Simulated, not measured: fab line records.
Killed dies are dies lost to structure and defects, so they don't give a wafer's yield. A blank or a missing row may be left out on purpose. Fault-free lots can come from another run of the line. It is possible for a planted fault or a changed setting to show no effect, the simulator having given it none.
Matching of chambers :: flow n5-finfet :: N5_GATE_CUT_STRIP_59 on rie-diel-02 has 4 sister chambers
The step strips in N2/H2, time 20 s. 4 wafers are shown with their chamber, then 12 later ones without.

== EACH WAFER AND ITS CHAMBER ==
wafer: L088.3
chamber: 0
showerhead-plenum-p-Torr (Torr): 3.49

wafer: L091.4
chamber: 1
showerhead-plenum-p-Torr (Torr): 3.21

wafer: L092.5
chamber: 2
showerhead-plenum-p-Torr (Torr): 3.51

wafer: L092.6
chamber: 3
showerhead-plenum-p-Torr (Torr): 3.33

== WAFERS WITHOUT THEIR CHAMBER ==
wafer: L094.1
showerhead-plenum-p-Torr (Torr): 3.33

wafer: L094.4
showerhead-plenum-p-Torr (Torr): 3.51

wafer: L094.6
showerhead-plenum-p-Torr (Torr): 3.48

wafer: L095.1
showerhead-plenum-p-Torr (Torr): 3.33

wafer: L095.3
showerhead-plenum-p-Torr (Torr): 3.50

wafer: L095.4
showerhead-plenum-p-Torr (Torr): 3.33

wafer: L096.1
showerhead-plenum-p-Torr (Torr): 3.50

wafer: L096.3
showerhead-plenum-p-Torr (Torr): 3.32

wafer: L096.4
showerhead-plenum-p-Torr (Torr): 3.32

wafer: L097.2
showerhead-plenum-p-Torr (Torr): 3.50

wafer: L097.5
showerhead-plenum-p-Torr (Torr): 3.50

wafer: L097.6
showerhead-plenum-p-Torr (Torr): 3.32

== WHICH CHAMBER EACH WENT THROUGH ==
wafer: L094.1
from the rows above: 3
in truth: 3

wafer: L094.4
from the rows above: 2
in truth: 2

wafer: L094.6
from the rows above: 0
in truth: 0

wafer: L095.1
from the rows above: 3
in truth: 3

wafer: L095.3
from the rows above: can't be placed: 0 or 2
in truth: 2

wafer: L095.4
from the rows above: 3
in truth: 3

wafer: L096.1
from the rows above: can't be placed: 0 or 2
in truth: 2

wafer: L096.3
from the rows above: 3
in truth: 3

wafer: L096.4
from the rows above: 3
in truth: 3

wafer: L097.2
from the rows above: can't be placed: 0 or 2
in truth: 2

wafer: L097.5
from the rows above: can't be placed: 0 or 2
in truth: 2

wafer: L097.6
from the rows above: 3
in truth: 3
Correct placement for 8 of the 12. Not placeable from these rows: 4 (in 4, the candidates include the true chamber). Wrongly placed: 0.
How it was worked out, from the rows above alone: a wafer's distance from a chamber is the root of the sum, over the readings, of the square of ((its reading less the chamber's mean) divided by the reading's scatter). The wafer belongs to the nearest chamber; if the next one is less than 2 further off, it can't be placed. The mean given for a chamber averages the wafers shown for that chamber. The scatter: root of mean squared gap, hidden wafer to nearest shown wafer, with one shown wafer a chamber.
